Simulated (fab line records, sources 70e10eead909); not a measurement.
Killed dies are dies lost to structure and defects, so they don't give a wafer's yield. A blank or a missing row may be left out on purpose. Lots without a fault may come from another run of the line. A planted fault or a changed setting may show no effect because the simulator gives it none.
Which tool did it? | flow nand_harc | 12 lots, 36 wafers sampled, at 1 step of a route of 1302

WHAT THE GAUGES READ, wafer by wafer
NHARC_A_CONTACT_OVL_MEAS_09.
lot  | measured     | on         | overlay_x_nm (nm)
L077 | day 23 05:40 | overlay-01 | 0.5 -0.3 -0.2
L075 | day 23 10:22 | overlay-01 | 0.1 0.1 0.1
L079 | day 24 19:25 | overlay-02 | -0.3 -0.3 0.5
L081 | day 25 10:30 | overlay-02 | -0.4 -0.7 -0.5
L086 | day 26 18:45 | overlay-02 | -0.4 -0.8 0.4
L084 | day 26 20:29 | overlay-02 | 1.6 1.5 1.5
L089 | day 28 02:59 | overlay-02 | 0.4 0.2 0.6
L087 | day 28 08:38 | overlay-01 | 0.3 0.6 0.3
L090 | day 29 22:04 | overlay-02 | 0.6 0.9 -0.2
L092 | day 30 13:05 | overlay-01 | -0.4 -0.7 -0.4
L095 | day 31 08:38 | overlay-01 | -0.4 -0.5 -0.6
L097 | day 32 02:06 | overlay-01 | 1.6 1.1 1.4

WHICH TOOL RAN EACH LOT (tool, then ch and the chambers of the sampled wafers, then the start)
The record holds no process step before these readings.

THE ANSWER, worked out from the rows above alone
Rule: what is usual is taken from the lots themselves. Put in order of their means at a reading, lots are off if they are a third of the lots or fewer, leave a main group of 4 or more, and stand apart from it by a gap of 3 or more times the standard deviation of the main group's means; of several such gaps the widest counts. A main group whose means are all the same, to the digits that the tables above print for the reading, isn't used. A lot without any number at a reading at which 4 lots or more have one is off too. The other lots that the step has rows for count as sound.
No lot is off at any reading shown: from this, nothing can be told.

WHAT THE SIMULATOR HAD PUT IN
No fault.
